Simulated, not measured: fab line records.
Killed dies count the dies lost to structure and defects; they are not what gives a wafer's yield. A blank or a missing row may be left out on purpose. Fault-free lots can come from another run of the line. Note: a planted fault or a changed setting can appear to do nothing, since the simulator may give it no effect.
fab line records ; flow nandHarc
record lots=6; wafers=18; lastDay=34
route steps=1302 shown A_STAIRCASE@701
lots that met no fault: taken from a fault-free run of the same line
startH: the number of hours between the record's first day and the start of the first shown wafer of the lot ; waitH: how many hours have passed since the lot's step before this one ; " the same as in the row above ; L1.1+2: a single row standing in for several wafers ; - value missing, or start not given ; * or withheld: withheld ; < > ~ a bound
route shown NAME@n: NAME is a module with steps in the file, n the number in the route of the first one ; usual: average and standard deviation across the fault-free wafers ; same: alike in all rows ; chamber/n: place in a boat ; sites: readings site by site ; _std_site: the standard deviation of these ; _edge_site: the outer-site mean with the inner-site mean subtracted ; radiusMm: how far each site lies from the wafer's centre ; mask NAME#n: copy n ; behind: the last tool/chamber to shape the wafer ; hold: why the lot was held/for how many hours/how that ended ; device: which transistor (n, p or np) failed to switch ; end of line: tests run on the same wafers once the route is complete ; a step given without rows: its recipe and nothing more ; killed: not the wafer's yield, but the dies lost to structure and defects at the first sort ; map: a wafer's dies, marking killed ones x, the rest . and places with no die _
set.NAME: setting as actually run; set.NAME@STEP: the setting as run at that earlier step ; model.NAME: the simulator's own value behind a step, which no gauge read
lots seen at some steps along the route; tables by step, rows by wafer
services: a tool's chamber out of use, with start hour (startH, from the record's first day; less than 0 if before it), hours out, and reason
## steps
# step NHARC_A_STAIRCASE_TRIM_187
# recipe timeS=211.2; o2FlowSccm=500; arFlowSccm=0; biasW=0; chemistry=O2
# step NHARC_A_STAIRCASE_ETCH_188
# recipe targetDepthA=1000; timeS=40.5; ionEnergyEv=400; c4f8FlowSccm=20; o2FlowSccm=10; arFlowSccm=withheld; rfW=600; biasW=1000; chemistry=C4F8/O2
# step NHARC_A_STAIRCASE_TRIM_189
# recipe timeS=211.2; o2FlowSccm=500; arFlowSccm=0; biasW=0; chemistry=O2
# step NHARC_A_STAIRCASE_ETCH_190
# recipe targetDepthA=1000; timeS=40.5; ionEnergyEv=400; c4f8FlowSccm=20; o2FlowSccm=10; arFlowSccm=withheld; rfW=600; biasW=1000; chemistry=C4F8/O2
# step NHARC_A_STAIRCASE_TRIM_191
# recipe timeS=211.2; o2FlowSccm=500; arFlowSccm=0; biasW=0; chemistry=O2
# step NHARC_A_STAIRCASE_ETCH_192
# recipe targetDepthA=1000; timeS=40.5; ionEnergyEv=400; c4f8FlowSccm=20; o2FlowSccm=10; arFlowSccm=withheld; rfW=600; biasW=1000; chemistry=C4F8/O2
# usual oesProductAu=0.945/0.011; rfVppV=897/4.8; runLengthS=61.8/0.5
lot.wafer;tool;chamber;startH;waitH;oesProductAu;rfHoursCounterH;rfVppV;runLengthS
L963.3;rieDiel-04;1;-;-;0.932;2;905;61.0
L963.6;rieDiel-04;3;-;-;0.935;-;893;61.7
L963.5;rieDiel-04;0;-;-;0.932;-;899;60.9
L969.3;rieDiel-01;2;-;-;0.931;12;899;61.5
L969.2;rieDiel-01;0;-;-;0.951;15;904;62.3
L969.6;rieDiel-01;3;-;-;0.944;-;891;61.9
L968.2;rieDiel-01;1;-;-;0.931;16;898;61.8
L968.1;rieDiel-01;3;-;-;0.939;7;889;61.7
L968.6;rieDiel-01;1;-;-;0.943;-;898;61.8
L974.4;rieDiel-09;0;-;-;0.935;56;888;62.5
L974.2;rieDiel-09;2;-;-;0.952;61;897;62.2
L974.6;rieDiel-09;0;-;-;0.943;-;889;62.2
L982.3;rieDiel-09;1;-;-;0.936;26;896;61.7
L982.4;rieDiel-09;2;-;-;0.969;30;896;62.3
L982.6;rieDiel-09;1;-;-;0.946;-;897;61.7
L984.4;rieDiel-01;1;-;-;0.949;14;897;61.9
L984.1;rieDiel-01;2;-;-;0.946;17;900;61.3
L984.2;rieDiel-01;3;-;-;0.948;16;888;62.2
# step NHARC_A_STAIRCASE_TRIM_193
# recipe timeS=211.2; o2FlowSccm=500; arFlowSccm=0; biasW=0; chemistry=O2
# usual drypumpMotorCurrentA=5.8/0.5; mfcArSccm=0.008/0.0098; oesProductAu=1.002/0.0099; rfVppV=57.9/0.81; showerheadPlenumPTorr=3.56/0.13; throttleValvePct=17.036/0.0085
lot.wafer;tool;chamber;startH;waitH;drypumpMotorCurrentA;mfcArSccm;oesProductAu;rfHoursCounterH;rfVppV;showerheadPlenumPTorr;throttleValvePct
L963.3;rieDiel-04;3;-;-;6.5;0.013;1.002;2;57.9;3.45;17.046
L963.5;rieDiel-04;3;-;-;6.4;0.013;0.991;-;58.7;3.45;17.039
L963.6;rieDiel-04;0;-;-;5.2;0;0.990;-;56.9;3.59;17.040
L969.2;rieDiel-01;1;-;-;5.2;0;0.992;16;58.3;3.60;17.046
L969.3;rieDiel-01;2;-;-;6.6;0.037;0.997;12;58.3;3.62;17.025
L969.6;rieDiel-01;2;-;-;6.6;0.037;0.989;-;57.1;3.62;17.030
L968.1;rieDiel-01;0;-;-;5.3;0.006;1.020;15;58.8;3.77;17.044
L968.2;rieDiel-01;1;-;-;5.2;0;0.991;16;59.5;3.60;17.036
L968.6;rieDiel-01;1;-;-;5.2;0;0.997;-;57.4;3.60;17.015
L974.2;rieDiel-09;2;-;-;5.8;0.018;1.017;61;58.1;3.52;17.024
L974.4;rieDiel-09;0;-;-;6.2;0;0.989;56;58.2;3.31;17.033
L974.6;rieDiel-09;3;-;-;5.7;0.005;1.003;-;57.8;3.66;17.052
L982.3;rieDiel-09;2;-;-;5.8;0.018;1.026;30;58.5;3.51;17.021
L982.4;rieDiel-09;3;-;-;5.7;0.005;0.995;29;59.2;3.64;17.055
L982.6;rieDiel-09;3;-;-;5.7;0.005;0.993;-;56.7;3.64;17.040
L984.4;rieDiel-01;3;-;-;5.9;0;0.999;16;59.3;3.32;17.025
L984.2;rieDiel-01;0;-;-;5.3;0.006;0.995;12;57.4;3.74;17.014
L984.1;rieDiel-01;1;-;-;5.1;0;0.999;14;58.5;3.57;17.041
# step NHARC_A_STAIRCASE_ETCH_194
# recipe targetDepthA=1000; timeS=40.5; ionEnergyEv=400; c4f8FlowSccm=20; o2FlowSccm=10; arFlowSccm=withheld; rfW=600; biasW=1000; chemistry=C4F8/O2
# usual oesProductAu=0.946/0.012; rfVppV=897/5; runLengthS=61.8/0.48
lot.wafer;tool;chamber;startH;waitH;oesProductAu;rfHoursCounterH;rfVppV;runLengthS
L963.3;rieDiel-04;0;-;-;0.940;2;897;60.9
L963.6;rieDiel-04;1;-;-;0.934;-;905;61.6
L963.5;rieDiel-04;2;-;-;0.938;-;899;62.7
L969.3;rieDiel-01;1;-;-;0.922;16;900;61.6
L969.2;rieDiel-01;3;-;-;0.947;6;889;62.1
L969.6;rieDiel-01;2;-;-;0.947;-;900;61.6
L968.2;rieDiel-01;0;-;-;0.960;16;905;62.3
L968.1;rieDiel-01;3;-;-;0.941;7;889;61.8
L968.6;rieDiel-01;1;-;-;0.932;-;898;62.0
L974.4;rieDiel-01;3;500.18;-;0.977;36;889;61.7
L974.2;rieDiel-01;1;500.18;-;0.971;37;899;62.2
L974.6;rieDiel-01;3;500.18;-;0.978;-;887;61.8
L982.3;rieDiel-09;1;-;-;0.942;27;897;61.6
L982.4;rieDiel-09;2;-;-;0.960;30;896;62.8
L982.6;rieDiel-09;1;-;-;0.944;-;899;62.1
L984.4;rieDiel-01;3;-;-;0.924;16;888;61.7
L984.1;rieDiel-01;1;-;-;0.943;14;898;61.8
L984.2;rieDiel-01;2;-;-;0.944;18;898;61.4
# step NHARC_A_STAIRCASE_TRIM_196
# recipe timeS=211.2; o2FlowSccm=500; arFlowSccm=0; biasW=0; chemistry=O2
# step NHARC_A_STAIRCASE_ETCH_197
# recipe targetDepthA=1000; timeS=40.5; ionEnergyEv=400; c4f8FlowSccm=20; o2FlowSccm=10; arFlowSccm=withheld; rfW=600; biasW=1000; chemistry=C4F8/O2
# step NHARC_A_STAIRCASE_TRIM_198
# recipe timeS=211.2; o2FlowSccm=500; arFlowSccm=0; biasW=0; chemistry=O2
# usual drypumpMotorCurrentA=5.9/0.49; mfcArSccm=0.008/0.01; oesProductAu=1.003/0.0099; rfVppV=57.8/0.96; showerheadPlenumPTorr=3.55/0.13; throttleValvePct=17.036/0.0088
lot.wafer;tool;chamber;startH;waitH;drypumpMotorCurrentA;mfcArSccm;oesProductAu;rfHoursCounterH;rfVppV;showerheadPlenumPTorr;throttleValvePct
L963.3;rieDiel-09;3;-;-;5.7;0.005;1.012;13;57.7;3.68;17.032
L963.6;rieDiel-09;3;-;-;5.7;0.005;1.015;-;58.3;3.68;17.030
L963.5;rieDiel-09;0;-;-;6.2;0;0.995;-;56.3;3.33;17.027
L969.2;rieDiel-04;0;-;-;5.2;0;0.993;21;58.1;3.58;17.040
L969.3;rieDiel-04;1;-;-;5.3;0.002;1.006;20;59.0;3.73;17.030
L969.6;rieDiel-04;3;-;-;6.4;0.013;0.985;-;56.3;3.44;17.024
L968.2;rieDiel-01;0;-;-;5.3;0.006;1.013;16;58.1;3.77;17.028
L968.1;rieDiel-01;1;-;-;5.2;0;0.986;16;58.0;3.60;17.032
L968.6;rieDiel-01;3;-;-;5.9;0;1.001;-;54.8;3.35;17.031
L974.2;rieDiel-01;3;-;-;5.9;0;1.001;37;57.2;3.34;17.058
L974.4;rieDiel-01;0;-;-;5.3;0.006;1.010;42;59.4;3.75;17.047
L974.6;rieDiel-01;1;-;-;5.2;0;0.991;-;56.0;3.59;17.025
L982.4;rieDiel-09;3;-;-;5.7;0.005;0.997;29;59.4;3.64;17.027
L982.3;rieDiel-09;0;-;-;6.2;0;1.010;26;58.0;3.30;17.051
L982.6;rieDiel-09;3;-;-;5.7;0.005;0.992;-;57.3;3.64;17.019
L984.4;rieDiel-09;0;-;-;6.2;0;1.017;31;56.7;3.29;17.033
L984.1;rieDiel-09;1;-;-;6.6;0.009;1.008;31;57.7;3.56;17.025
L984.2;rieDiel-09;2;-;-;5.8;0.018;1.019;34;57.4;3.50;17.046
# step NHARC_A_STAIRCASE_ETCH_199
# recipe targetDepthA=1000; timeS=40.5; ionEnergyEv=400; c4f8FlowSccm=20; o2FlowSccm=10; arFlowSccm=withheld; rfW=600; biasW=1000; chemistry=C4F8/O2
# usual oesProductAu=0.951/0.013; rfVppV=897/5; runLengthS=61.8/0.47
lot.wafer;tool;chamber;startH;waitH;oesProductAu;rfHoursCounterH;rfVppV;runLengthS
L963.3;rieDiel-09;1;378.09;-;0.961;17;899;62.3
L963.6;rieDiel-09;3;378.09;-;0.956;-;903;61.5
L963.5;rieDiel-09;0;378.09;-;0.942;-;889;62.2
L969.3;rieDiel-04;2;429.71;-;0.959;21;898;62.8
L969.2;rieDiel-04;3;429.71;-;0.932;16;893;61.5
L969.6;rieDiel-04;2;429.71;-;0.960;-;898;62.4
L968.1;rieDiel-01;2;430.26;-;0.942;13;899;61.4
L968.2;rieDiel-01;3;430.26;-;0.938;7;890;62.0
L968.6;rieDiel-01;2;430.26;-;0.956;-;900;61.3
L974.4;rieDiel-01;0;500.79;-;0.965;42;902;61.9
L974.2;rieDiel-01;1;500.79;-;0.944;37;898;61.8
L974.6;rieDiel-01;2;500.79;-;0.946;-;899;61.8
L982.4;rieDiel-09;3;589.15;-;0.957;29;902;61.4
L982.3;rieDiel-09;2;589.15;-;0.958;30;897;52.2
L982.6;rieDiel-09;0;589.15;-;0.952;-;887;62.1
L984.2;rieDiel-09;3;610.81;-;0.942;34;901;50.7
L984.1;rieDiel-09;0;610.81;-;0.947;31;887;62.1
L984.4;rieDiel-09;2;610.81;-;0.952;34;896;62.3
# step NHARC_A_STAIRCASE_TRIM_200
# recipe timeS=211.2; o2FlowSccm=500; arFlowSccm=0; biasW=0; chemistry=O2
# usual drypumpMotorCurrentA=5.9/0.51; mfcArSccm=0.008/0.01; oesProductAu=1.003/0.01; rfVppV=57.9/1; showerheadPlenumPTorr=3.55/0.13; throttleValvePct=17.036/0.01
lot.wafer;tool;chamber;startH;waitH;drypumpMotorCurrentA;mfcArSccm;oesProductAu;rfHoursCounterH;rfVppV;showerheadPlenumPTorr;throttleValvePct
L963.3;rieDiel-09;2;-;-;5.8;0.018;1.015;15;58.8;3.55;17.038
L963.6;rieDiel-09;2;-;-;5.8;0.018;1.018;-;57.9;3.55;17.027
L963.5;rieDiel-09;3;-;-;5.7;0.005;1.014;-;60.0;3.68;17.031
L969.3;rieDiel-04;0;-;-;5.2;0;0.992;21;55.6;3.58;17.044
L969.2;rieDiel-04;1;-;-;5.3;0.002;1.004;20;57.8;3.73;17.029
L969.6;rieDiel-04;0;-;-;5.2;0;0.987;-;58.3;3.58;17.038
L968.2;rieDiel-01;2;-;-;6.6;0.037;1.011;13;57.5;3.62;17.040
L968.1;rieDiel-01;3;-;-;6.0;0;1.005;7;58.6;3.35;17.039
L968.6;rieDiel-01;3;-;-;5.9;0;1.004;-;59.6;3.35;17.047
L974.2;rieDiel-01;1;-;-;5.2;0;1.001;37;58.7;3.59;17.038
L974.4;rieDiel-01;2;-;-;6.6;0.037;1.002;37;58.0;3.60;17.033
L974.6;rieDiel-01;0;-;-;5.3;0.006;1.005;-;57.7;3.75;17.025
L982.4;rieDiel-09;3;-;-;5.7;0.005;0.995;29;58.9;3.64;17.023
L982.3;rieDiel-09;2;-;-;5.8;0.018;1.021;30;58.0;3.51;17.030
L982.6;rieDiel-09;0;-;-;6.2;0;1.006;-;56.5;3.30;17.040
L984.1;rieDiel-09;1;-;-;6.6;0.009;1.000;31;58.7;3.56;17.037
L984.2;rieDiel-09;2;-;-;5.8;0.018;1.011;34;57.5;3.50;17.050
L984.4;rieDiel-09;0;-;-;6.2;0;0.995;31;57.6;3.29;17.041
## services
tool;chamber;startH;hours;kind
rieDiel-04;-;355.63;9.0;pm
rieDiel-01;2;361.11;8.2;repair
rieDiel-01;0;363.26;-;clean
rieDiel-01;1;363.26;-;clean
rieDiel-01;3;363.26;-;clean
rieDiel-09;0;374.58;1.4;repair
rieDiel-04;2;374.58;1.4;repair
rieDiel-01;-;380.98;9.0;pm
rieDiel-01;0;380.98;9.0;ventCycle
rieDiel-01;1;380.98;9.0;ventCycle
rieDiel-01;2;380.98;9.0;ventCycle
rieDiel-01;3;380.98;9.0;ventCycle
rieDiel-04;3;384.01;14.6;repair
rieDiel-01;0;389.98;-;clean
rieDiel-01;1;389.98;-;clean
rieDiel-01;3;409.01;15.4;repair
rieDiel-01;2;411.48;2.7;repair
rieDiel-04;-;457.47;0.5;repair
rieDiel-09;-;498.49;9.0;pm
rieDiel-04;-;533.12;9.0;pm
rieDiel-01;3;541.46;4.9;repair
rieDiel-01;-;557.98;9.0;pm
rieDiel-04;1;560.84;20.0;repair
rieDiel-04;2;587.25;2.7;repair
## key
firstSign step=NHARC_A_STAIRCASE_ETCH_199; reading=runLengthS; direction=down; sigmas=22; usual=*; struck=*
effect none on later readings
metAt NHARC_A_STAIRCASE_ETCH_199
struckWafers L982.3,L984.2
laterRowsLeftOut L982.3,L984.2
sortLeftOut L982.3,L984.2
testerLeftOut L982,L984
onsetBetween 378.09 589.15
fault kind=processParameterDrift; tool=rieDiel-09; chamber=-; onsetH=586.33; steps=NHARC_A_STAIRCASE_ETCH_199; channel=timeS; offset=*; shape=step; endH=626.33; scope=struckWafersOnly; actsIn=*; stated=*
# testerLeftOut: of these lots the tester's yield and bins aren't shown, on N5 and GAA mostly nor the transistor test; their killed dies are dies lost to structure and defects alone, not to doping, threshold or leakage, so they don't give the yield
# sortLeftOut: the simulated sort isn't trusted on such a fault, so these wafers' sort isn't shown, and their yield isn't known
# laterRowsLeftOut: the simulator's readings of these wafers behind a module that went badly wrong aren't trusted and aren't shown, but for the sort
